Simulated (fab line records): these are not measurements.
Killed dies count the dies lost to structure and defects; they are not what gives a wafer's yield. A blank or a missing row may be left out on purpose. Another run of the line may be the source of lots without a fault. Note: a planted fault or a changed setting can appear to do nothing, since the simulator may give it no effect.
The tool behind it: which one? + flow nandHarc + 21 lots with 63 wafers sampled at 6 steps, on a route of 1159 steps

WHAT THE GAUGES SHOWED, per wafer
Not one reading of a measure or inspect step in the record can be checked against a usual standard deviation.

TOOL THAT RAN EACH LOT (tool first, then ch and the chambers of the sampled wafers, then the start)
| lot  | NHARC_A_STAIRCASE_ALD_415       | NHARC_A_STAIRCASE_DESCUM_443      | NHARC_A_STAIRCASE_ETCHBACK_422    | NHARC_A_STAIRCASE_STRIP_475                  | NHARC_A_SLIT_ETCH_17            | NHARC_A_SLIT_ETCH_29              |
|------|---------------------------------|-----------------------------------|-----------------------------------|----------------------------------------------|---------------------------------|-----------------------------------|
| L075 | aldHk-02 ch 0,2,3, day 12 03:22 | rieDiel-13 ch 1,3, day 13 20:06   | rieDiel-05 ch 1,2, day 13 23:55   | rieDiel-13 ch 0,2, day 14 16:38 or earlier   | harEtch-01 ch 0,1, day 14 16:38 | rieDiel-11 ch 1,2,3, day 14 18:15 |
| L076 | aldHk-03 ch 0,1,2, day 12 04:50 | rieDiel-05 ch 0,1,2, day 13 20:15 | rieDiel-13 ch 1,2,3, day 14 00:05 | rieDiel-13 ch 0,2,3, day 14 16:23 or earlier | harEtch-02 ch 0,1, day 14 16:23 | rieDiel-12 ch 0,1,3, day 14 18:31 |
| L077 | aldHk-02 ch 0,2,3, day 12 08:55 | rieDiel-09 ch 0,1,3, day 13 20:25 | rieDiel-05 ch 0,2,3, day 14 00:22 | rieDiel-13 ch 0,2,3, day 14 17:49 or earlier | harEtch-01 ch 0,1, day 14 17:49 | rieDiel-11 ch 0,2,3, day 14 19:56 |
| L074 | aldHk-04 ch 2,3, day 12 16:27   | rieDiel-13 ch 0,1,2, day 14 07:28 | rieDiel-05 ch 1,2,3, day 14 11:11 | rieDiel-09 ch 0,1,3, day 15 00:14 or earlier | harEtch-02 ch 0,1, day 15 00:14 | rieDiel-11 ch 2,3, day 15 02:05   |
| L079 | aldHk-04 ch 1,2,3, day 12 21:52 | rieDiel-05 ch 0,1,2, day 14 07:17 | rieDiel-05 ch 0,1,3, day 14 11:27 | rieDiel-05 ch 0,1,3, day 15 00:11 or earlier | harEtch-01 ch 0,1, day 15 00:11 | rieDiel-12 ch 0,2,3, day 15 02:17 |
| L078 | aldHk-04 ch 0,1,3, day 12 23:15 | rieDiel-09 ch 0,1,2, day 14 07:43 | rieDiel-09 ch 0,1,3, day 14 11:53 | rieDiel-05 ch 1,2,3, day 15 01:54 or earlier | harEtch-02 ch 0,1, day 15 01:54 | rieDiel-03 ch 2,3, day 15 03:46   |
| L081 | aldHk-04 ch 1,2, day 14 01:08   | rieDiel-13 ch 2,3, day 15 18:26   | rieDiel-13 ch 0,3, day 15 22:10   | rieDiel-05 ch 1,2,3, day 16 12:56 or earlier | harEtch-01 ch 0,1, day 16 12:56 | rieDiel-12 ch 0,2,3, day 16 14:33 |
| L080 | aldHk-02 ch 0,1,2, day 14 02:10 | rieDiel-09 ch 1,3, day 15 19:02   | rieDiel-05 ch 0,2,3, day 16 07:15 | rieDiel-05 ch 0,1,2, day 17 01:17 or earlier | harEtch-02 ch 0,1, day 17 01:17 | rieDiel-03 ch 0,2,3, day 17 03:23 |
| L082 | aldHk-03 ch 0,1,3, day 14 02:11 | rieDiel-09 ch 1,2,3, day 15 18:35 | rieDiel-05 ch 1,2,3, day 16 00:17 | rieDiel-05 ch 0,1,2, day 16 11:53 or earlier | harEtch-02 ch 0,1, day 16 11:53 | rieDiel-03 ch 0,1,3, day 16 14:00 |
| L084 | aldHk-04 ch 0,1,2, day 14 04:17 | rieDiel-09 ch 1,3, day 15 18:56   | rieDiel-05 ch 0,1,3, day 16 04:04 | rieDiel-05 ch 0,3, day 16 23:37 or earlier   | harEtch-02 ch 0,1, day 16 23:37 | rieDiel-11 ch 0,1, day 17 01:43   |
| L083 | aldHk-02 ch 2,3, day 14 04:56   | rieDiel-13 ch 0,2,3, day 15 23:22 | rieDiel-05 ch 2,3, day 16 03:45   | rieDiel-05 ch 1,2, day 17 01:37 or earlier   | harEtch-01 ch 0,1, day 17 01:37 | rieDiel-11 ch 2,3, day 17 02:59   |
| L088 | aldHk-04 ch 0,3, day 14 20:55   | rieDiel-13 ch 1,2,3, day 16 11:40 | rieDiel-05 ch 0,2,3, day 16 15:34 | rieDiel-13 ch 0,1,3, day 17 04:35 or earlier | harEtch-02 ch 0,1, day 17 04:35 | rieDiel-11 ch 0,3, day 17 06:25   |
| L085 | aldHk-02 ch 0,2,3, day 14 22:31 | rieDiel-05 ch 0,1,3, day 16 11:57 | rieDiel-05 ch 0,1,3, day 16 15:50 | rieDiel-13 ch 0,1,2, day 17 06:29 or earlier | harEtch-02 ch 0,1, day 17 06:29 | rieDiel-03 ch 0,1, day 17 08:05   |
| L087 | aldHk-03 ch 1,3, day 15 09:39   | rieDiel-13 ch 1,3, day 17 02:35   | rieDiel-05 ch 2,3, day 17 06:22   | rieDiel-13 ch 0,2, day 17 19:21 or earlier   | harEtch-02 ch 0,1, day 17 19:21 | rieDiel-11 ch 1,3, day 17 20:58   |
| L090 | aldHk-02 ch 1,2, day 15 13:26   | rieDiel-09 ch 2,3, day 17 06:17   | rieDiel-05 ch 1,2, day 17 10:31   | rieDiel-13 ch 0,1,3, day 18 00:46 or earlier | harEtch-02 ch 0,1, day 18 00:46 | rieDiel-12 ch 0,1,2, day 18 02:23 |
| L089 | aldHk-04 ch 0,1,2, day 15 14:17 | rieDiel-05 ch 2,3, day 17 06:33   | rieDiel-09 ch 0,3, day 17 10:56   | rieDiel-05 ch 1,2, day 18 00:43 or earlier   | harEtch-01 ch 0,1, day 18 00:43 | rieDiel-11 ch 0,2,3, day 18 02:35 |
| L092 | aldHk-04 ch 0,2,3, day 16 03:19 | rieDiel-05 ch 0,1,3, day 17 17:19 | rieDiel-09 ch 1,2,3, day 17 21:29 | rieDiel-05 ch 0,1, day 18 14:43 or earlier   | harEtch-02 ch 0,1, day 18 14:43 | rieDiel-03 ch 0,1,2, day 18 16:47 |
| L093 | aldHk-02 ch 0,1, day 16 04:32   | rieDiel-09 ch 0,2,3, day 17 17:08 | rieDiel-13 ch 0,2, day 17 20:51   | rieDiel-09 ch 0,1, day 18 16:35 or earlier   | harEtch-02 ch 0,1, day 18 16:35 | rieDiel-11 ch 0,2, day 18 18:27   |
| L094 | aldHk-04 ch 0,2, day 16 20:47   | rieDiel-13 ch 1,3, day 18 16:28   | rieDiel-05 ch 0,1,2, day 18 20:11 | rieDiel-09 ch 0,1,2, day 19 13:36 or earlier | harEtch-01 ch 0,1, day 19 13:36 | rieDiel-12 ch 0,1,3, day 19 15:11 |
| L095 | aldHk-02 ch 1,3, day 17 03:16   | rieDiel-09 ch 0,1,2, day 18 22:27 | rieDiel-05 ch 0,1, day 19 02:13   | rieDiel-05 ch 0,1, day 19 15:59 or earlier   | harEtch-01 ch 0,1, day 19 15:59 | rieDiel-11 ch 0,2,3, day 19 18:06 |
| L097 | aldHk-02 ch 0,2,3, day 17 15:46 | rieDiel-05 ch 0,1,3, day 19 10:58 | rieDiel-13 ch 1,3, day 19 14:49   | rieDiel-09 ch 0,3, day 20 04:35 or earlier   | harEtch-02 ch 0,1, day 20 04:35 | rieDiel-12 ch 0,3, day 20 06:27   |
- NHARC_A_STAIRCASE_ALD_415: deposits SiO2, target thk 30 nm, pulse time 6 s, ald cycles 300.
- NHARC_A_STAIRCASE_DESCUM_443: chemistry O2, time 3 s.
- NHARC_A_STAIRCASE_ETCHBACK_422: etches the open film in CH3F/O2, target depth 40 nm, time 74.286 s.
- NHARC_A_STAIRCASE_STRIP_475: strips in O2, time 20 s.
- NHARC_A_SLIT_ETCH_17: etches the open film in C4F8/O2/Ar, time 1687.5 s, target depth 10100 nm.
- NHARC_A_SLIT_ETCH_29: etches the open film in CF4/O2, target depth 100 nm, overetch 10 nm, time 55 s.

AS READ BY THE TOOLS THEMSELVES (means over the sampled wafers that have a number; for cases with no such wafer, the mark the record gives instead)
NHARC_A_STAIRCASE_ALD_415. Usual: heaterPowerW 468 W, standard deviation 75; precursorPulseHeightRel 1.000, standard deviation 0.022.
| lot  | tool     | heaterPowerW (W) | precursorPulseHeightRel | flag |
|------|----------|------------------|-------------------------|------|
| L075 | aldHk-02 | 440              | 1.006                   |      |
| L076 | aldHk-03 | 440              | 0.997                   |      |
| L077 | aldHk-02 | 446              | 0.994                   |      |
| L074 | aldHk-04 | 545              | 0.985                   |      |
| L079 | aldHk-04 | 534              | 0.998                   |      |
| L078 | aldHk-04 | 512              | 0.975                   |      |
| L081 | aldHk-04 | 523              | 1.019                   |      |
| L080 | aldHk-02 | 453              | 0.993                   |      |
| L082 | aldHk-03 | 407              | 0.999                   |      |
| L084 | aldHk-04 | 519              | 1.014                   |      |
| L083 | aldHk-02 | 447              | 0.994                   |      |
| L088 | aldHk-04 | 500              | 0.989                   |      |
| L085 | aldHk-02 | 430              | 1.015                   |      |
| L087 | aldHk-03 | 493              | 0.985                   |      |
| L090 | aldHk-02 | 477              | 0.999                   |      |
| L089 | aldHk-04 | 517              | 1.026                   |      |
| L092 | aldHk-04 | 527              | 1.000                   |      |
| L093 | aldHk-02 | 435              | 1.002                   |      |
| L094 | aldHk-04 | 521              | 0.995                   |      |
| L095 | aldHk-02 | 393              | 0.979                   |      |
| L097 | aldHk-02 | 432              | 1.012                   |      |

NHARC_A_STAIRCASE_DESCUM_443. Usual: drypumpMotorCurrentA 5.7 A, standard deviation 0.59; oesProductAu 0.994 a.u., standard deviation 0.0095; rfVppV 57.9 V, standard deviation 0.91; showerheadPlenumPTorr 1.92 Torr, standard deviation 0.069; throttleValvePct 11.311 %, standard deviation 0.0089.
| lot  | tool       | drypumpMotorCurrentA (A) | oesProductAu (a.u.) | rfVppV (V) | showerheadPlenumPTorr (Torr) | throttleValvePct (%) | flag |
|------|------------|--------------------------|---------------------|------------|------------------------------|----------------------|------|
| L075 | rieDiel-13 | 6.0                      | 1.000               | 58.6       | 1.95                         | 11.308               |      |
| L076 | rieDiel-05 | 5.7                      | 1.008               | 58.3       | 1.90                         | 11.315               |      |
| L077 | rieDiel-09 | 5.4                      | 0.998               | 58.3       | 1.97                         | 11.306               |      |
| L074 | rieDiel-13 | 6.2                      | 0.995               | 56.9       | 1.89                         | 11.314               |      |
| L079 | rieDiel-05 | 5.7                      | 1.008               | 57.3       | 1.90                         | 11.311               |      |
| L078 | rieDiel-09 | 5.7                      | 0.994               | 58.0       | 1.97                         | 11.317               |      |
| L081 | rieDiel-13 | 5.3                      | 0.993               | 57.1       | 1.98                         | 11.313               |      |
| L080 | rieDiel-09 | 5.1                      | 0.992               | 58.5       | 1.94                         | 11.306               |      |
| L082 | rieDiel-09 | 5.4                      | 0.994               | 58.5       | 1.94                         | 11.315               |      |
| L084 | rieDiel-09 | 5.4                      | 0.987               | 58.4       | 1.95                         | 11.321               |      |
| L083 | rieDiel-13 | 5.7                      | 0.991               | 57.6       | 1.91                         | 11.310               |      |
| L088 | rieDiel-13 | 5.8                      | 0.996               | 57.1       | 1.96                         | 11.311               |      |
| L085 | rieDiel-05 | 6.1                      | 0.996               | 58.2       | 1.86                         | 11.305               |      |
| L087 | rieDiel-13 | 5.9                      | 0.994               | 57.4       | 1.94                         | 11.316               |      |
| L090 | rieDiel-09 | 5.4                      | 1.001               | 58.1       | 1.94                         | 11.316               |      |
| L089 | rieDiel-05 | 5.7                      | 0.995               | 58.4       | 1.89                         | 11.312               |      |
| L092 | rieDiel-05 | 6.1                      | 0.989               | 58.2       | 1.85                         | 11.308               |      |
| L093 | rieDiel-09 | 5.4                      | 1.000               | 57.8       | 1.95                         | 11.316               |      |
| L094 | rieDiel-13 | 5.5                      | 0.999               | 58.3       | 1.96                         | 11.315               |      |
| L095 | rieDiel-09 | 5.8                      | 0.986               | 57.1       | 1.96                         | 11.311               |      |
| L097 | rieDiel-05 | 6.1                      | 0.994               | 57.3       | 1.85                         | 11.309               |      |

NHARC_A_STAIRCASE_ETCHBACK_422. Usual: ch3fFlowSccm 50.01 sccm, standard deviation 0.14; drypumpMotorCurrentA 5.9 A, standard deviation 0.62; oesProductAu 0.96 a.u., standard deviation 0.039; rfVppV 244.0 V, standard deviation 1.4; showerheadPlenumPTorr 2.43 Torr, standard deviation 0.088; throttleValvePct 20.664 %, standard deviation 0.0098.
| lot  | tool       | ch3fFlowSccm (sccm) | drypumpMotorCurrentA (A) | oesProductAu (a.u.) | rfVppV (V) | showerheadPlenumPTorr (Torr) | throttleValvePct (%) | flag |
|------|------------|---------------------|--------------------------|---------------------|------------|------------------------------|----------------------|------|
| L075 | rieDiel-05 | 50.03               | 5.3                      | 0.94                | 244.3      | 2.49                         | 20.657               |      |
| L076 | rieDiel-13 | 49.87               | 5.8                      | 1.00                | 244.9      | 2.52                         | 20.666               |      |
| L077 | rieDiel-05 | 49.85               | 6.1                      | 0.94                | 243.2      | 2.38                         | 20.659               |      |
| L074 | rieDiel-05 | 49.96               | 5.7                      | 0.93                | 244.7      | 2.44                         | 20.666               |      |
| L079 | rieDiel-05 | 50.09               | 6.1                      | 0.99                | 242.6      | 2.40                         | 20.666               |      |
| L078 | rieDiel-09 | 50.00               | 5.4                      | 0.97                | 246.0      | 2.53                         | 20.663               |      |
| L081 | rieDiel-13 | 49.86               | 5.7                      | 0.99                | 243.0      | 2.37                         | 20.663               |      |
| L080 | rieDiel-05 | 49.92               | 6.2                      | 1.00                | 243.0      | 2.38                         | 20.669               |      |
| L082 | rieDiel-05 | 49.97               | 5.7                      | 0.99                | 243.5      | 2.44                         | 20.670               |      |
| L084 | rieDiel-05 | 50.07               | 6.1                      | 1.00                | 243.5      | 2.39                         | 20.658               |      |
| L083 | rieDiel-05 | 50.05               | 5.7                      | 1.01                | 244.2      | 2.43                         | 20.669               |      |
| L088 | rieDiel-05 | 50.05               | 6.2                      | 1.00                | 243.8      | 2.38                         | 20.661               |      |
| L085 | rieDiel-05 | 49.94               | 6.1                      | 0.92                | 243.0      | 2.39                         | 20.670               |      |
| L087 | rieDiel-05 | 50.14               | 5.7                      | 1.01                | 244.0      | 2.42                         | 20.668               |      |
| L090 | rieDiel-05 | 50.11               | 5.2                      | 0.98                | 244.5      | 2.50                         | 20.663               |      |
| L089 | rieDiel-09 | 50.10               | 5.4                      | 0.93                | 244.9      | 2.53                         | 20.658               |      |
| L092 | rieDiel-09 | 49.95               | 5.4                      | 0.92                | 245.4      | 2.49                         | 20.660               |      |
| L093 | rieDiel-13 | 49.98               | 6.0                      | 0.91                | 244.0      | 2.44                         | 20.662               |      |
| L094 | rieDiel-05 | 50.06               | 5.7                      | 0.92                | 243.9      | 2.43                         | 20.662               |      |
| L095 | rieDiel-05 | 50.08               | 5.7                      | 0.91                | 244.8      | 2.44                         | 20.660               |      |
| L097 | rieDiel-13 | 49.96               | 5.5                      | 0.93                | 245.8      | 2.51                         | 20.671               |      |

NHARC_A_STAIRCASE_STRIP_475. Usual: drypumpMotorCurrentA 5.8 A, standard deviation 0.59; oesProductAu 0.994 a.u., standard deviation 0.0092; rfVppV 57.7 V, standard deviation 0.93; showerheadPlenumPTorr 3.51 Torr, standard deviation 0.13; throttleValvePct 17.036 %, standard deviation 0.0089.
| lot  | tool       | drypumpMotorCurrentA (A) | oesProductAu (a.u.) | rfVppV (V) | showerheadPlenumPTorr (Torr) | throttleValvePct (%) | flag |
|------|------------|--------------------------|---------------------|------------|------------------------------|----------------------|------|
| L075 | rieDiel-13 | 6.0                      | 0.982               | 57.6       | 3.52                         | 17.036               |      |
| L076 | rieDiel-13 | 5.7                      | 0.993               | 57.8       | 3.53                         | 17.041               |      |
| L077 | rieDiel-13 | 5.7                      | 1.000               | 57.7       | 3.53                         | 17.037               |      |
| L074 | rieDiel-09 | 5.4                      | 0.990               | 58.5       | 3.62                         | 17.039               |      |
| L079 | rieDiel-05 | 6.1                      | 1.003               | 57.5       | 3.44                         | 17.042               |      |
| L078 | rieDiel-05 | 5.7                      | 1.008               | 57.2       | 3.51                         | 17.037               |      |
| L081 | rieDiel-05 | 5.7                      | 0.991               | 57.4       | 3.50                         | 17.030               |      |
| L080 | rieDiel-05 | 5.7                      | 0.991               | 57.4       | 3.50                         | 17.030               |      |
| L082 | rieDiel-05 | 5.7                      | 1.004               | 56.8       | 3.51                         | 17.036               |      |
| L084 | rieDiel-05 | 6.6                      | 0.990               | 57.2       | 3.36                         | 17.027               |      |
| L083 | rieDiel-05 | 5.3                      | 0.997               | 58.9       | 3.57                         | 17.027               |      |
| L088 | rieDiel-13 | 5.8                      | 1.001               | 57.7       | 3.49                         | 17.040               |      |
| L085 | rieDiel-13 | 6.1                      | 0.992               | 56.4       | 3.48                         | 17.031               |      |
| L087 | rieDiel-13 | 6.1                      | 0.988               | 57.4       | 3.39                         | 17.045               |      |
| L090 | rieDiel-13 | 5.8                      | 1.000               | 57.4       | 3.49                         | 17.033               |      |
| L089 | rieDiel-05 | 5.3                      | 0.994               | 57.8       | 3.56                         | 17.048               |      |
| L092 | rieDiel-05 | 6.1                      | 0.989               | 57.0       | 3.43                         | 17.037               |      |
| L093 | rieDiel-09 | 5.7                      | 0.994               | 57.6       | 3.65                         | 17.042               |      |
| L094 | rieDiel-09 | 5.7                      | 0.992               | 57.2       | 3.61                         | 17.041               |      |
| L095 | rieDiel-05 | 5.7                      | 0.988               | 59.0       | 3.51                         | 17.040               |      |
| L097 | rieDiel-09 | 5.4                      | 0.994               | 58.3       | 3.62                         | 17.033               |      |

NHARC_A_SLIT_ETCH_17. Usual: drypumpMotorCurrentA 5.6 A, standard deviation 0.39; heBacksideLeakSccm 5.6 sccm, standard deviation 0.35; showerheadPlenumPTorr 3.70 Torr, standard deviation 0.11; throttleValvePct 32.046 %, standard deviation 0.0089.
| lot  | tool       | drypumpMotorCurrentA (A) | heBacksideLeakSccm (sccm) | showerheadPlenumPTorr (Torr) | throttleValvePct (%) | flag |
|------|------------|--------------------------|---------------------------|------------------------------|----------------------|------|
| L075 | harEtch-01 | 5.6                      | 5.1                       | 3.75                         | 32.048               |      |
| L076 | harEtch-02 | 5.7                      | 5.6                       | 3.76                         | 32.049               |      |
| L077 | harEtch-01 | 5.3                      | 5.1                       | 3.69                         | 32.045               |      |
| L074 | harEtch-02 | 5.7                      | 5.8                       | 3.76                         | 32.051               |      |
| L079 | harEtch-01 | 5.6                      | 5.1                       | 3.74                         | 32.050               |      |
| L078 | harEtch-02 | 5.6                      | 5.8                       | 3.68                         | 32.044               |      |
| L081 | harEtch-01 | 5.6                      | 5.2                       | 3.74                         | 32.047               |      |
| L080 | harEtch-02 | 5.6                      | 5.9                       | 3.67                         | 32.051               |      |
| L082 | harEtch-02 | 5.6                      | 5.5                       | 3.68                         | 32.045               |      |
| L084 | harEtch-02 | 5.6                      | 5.8                       | 3.67                         | 32.040               |      |
| L083 | harEtch-01 | 5.7                      | 5.2                       | 3.73                         | 32.045               |      |
| L088 | harEtch-02 | 5.7                      | 5.9                       | 3.74                         | 32.046               |      |
| L085 | harEtch-02 | 5.7                      | 5.9                       | 3.74                         | 32.047               |      |
| L087 | harEtch-02 | 5.6                      | 5.8                       | 3.67                         | 32.043               |      |
| L090 | harEtch-02 | 5.6                      | 5.8                       | 3.67                         | 32.038               |      |
| L089 | harEtch-01 | 5.3                      | 5.1                       | 3.67                         | 32.050               |      |
| L092 | harEtch-02 | 5.7                      | 5.7                       | 3.73                         | 32.042               |      |
| L093 | harEtch-02 | 5.6                      | 5.7                       | 3.66                         | 32.051               |      |
| L094 | harEtch-01 | 5.6                      | 5.1                       | 3.72                         | 32.038               |      |
| L095 | harEtch-01 | 5.3                      | 5.1                       | 3.66                         | 32.049               |      |
| L097 | harEtch-02 | 5.7                      | 5.9                       | 3.72                         | 32.048               |      |

NHARC_A_SLIT_ETCH_29. Usual: drypumpMotorCurrentA 5.6 A, standard deviation 0.42; oesProductAu 1.000 a.u., standard deviation 0.0089; rfVppV 197.4 V, standard deviation 1.3; showerheadPlenumPTorr 1.31 Torr, standard deviation 0.052; throttleValvePct 13.397 %, standard deviation 0.0095.
| lot  | tool       | drypumpMotorCurrentA (A) | oesProductAu (a.u.) | rfVppV (V) | showerheadPlenumPTorr (Torr) | throttleValvePct (%) | flag |
|------|------------|--------------------------|---------------------|------------|------------------------------|----------------------|------|
| L075 | rieDiel-11 | 5.3                      | 1.003               | 197.6      | 1.33                         | 13.399               |      |
| L076 | rieDiel-12 | 6.1                      | 1.003               | 196.9      | 1.31                         | 13.395               |      |
| L077 | rieDiel-11 | 5.4                      | 1.004               | 197.2      | 1.30                         | 13.402               |      |
| L074 | rieDiel-11 | 5.2                      | 1.014               | 197.7      | 1.33                         | 13.404               |      |
| L079 | rieDiel-12 | 6.1                      | 1.000               | 196.7      | 1.29                         | 13.401               |      |
| L078 | rieDiel-03 | 5.5                      | 1.000               | 199.6      | 1.40                         | 13.403               |      |
| L081 | rieDiel-12 | 6.2                      | 0.995               | 197.1      | 1.29                         | 13.396               |      |
| L080 | rieDiel-03 | 5.4                      | 0.996               | 197.8      | 1.36                         | 13.393               |      |
| L082 | rieDiel-03 | 5.6                      | 0.998               | 197.2      | 1.31                         | 13.389               |      |
| L084 | rieDiel-11 | 5.4                      | 0.995               | 198.1      | 1.33                         | 13.398               |      |
| L083 | rieDiel-11 | 5.4                      | 1.003               | 197.6      | 1.31                         | 13.400               |      |
| L088 | rieDiel-11 | 5.6                      | 1.004               | 196.6      | 1.28                         | 13.401               |      |
| L085 | rieDiel-03 | 5.4                      | 0.992               | 195.7      | 1.27                         | 13.405               |      |
| L087 | rieDiel-11 | 5.4                      | 0.998               | 197.5      | 1.34                         | 13.407               |      |
| L090 | rieDiel-12 | 6.1                      | 1.004               | 197.8      | 1.34                         | 13.395               |      |
| L089 | rieDiel-11 | 5.4                      | 1.004               | 196.8      | 1.30                         | 13.393               |      |
| L092 | rieDiel-03 | 5.5                      | 1.006               | 196.7      | 1.31                         | 13.401               |      |
| L093 | rieDiel-11 | 5.5                      | 1.005               | 197.4      | 1.29                         | 13.406               |      |
| L094 | rieDiel-12 | 6.1                      | 1.000               | 197.7      | 1.30                         | 13.392               |      |
| L095 | rieDiel-11 | 5.4                      | 1.004               | 197.8      | 1.30                         | 13.396               |      |
| L097 | rieDiel-12 | 6.3                      | 0.998               | 195.8      | 1.26                         | 13.403               |      |

THE ANSWER, worked out from the rows above alone
Rule: lot off if the mean of its wafers having a number is beyond 3 standard deviations from the usual mean. Also off: a lot with no number at a reading for which 4 or more lots have one. The other lots that the step has rows for count as sound. First the gauges in route order, then the tools' own readings, where a lot's mean is used as printed above. At the first step where some lot is off, the reading lying furthest off is the one used; lots without a number count as furthest.
Across all readings shown, no lot is off: no conclusion can be drawn from this.

WHAT THE SIMULATOR HAD PUT IN
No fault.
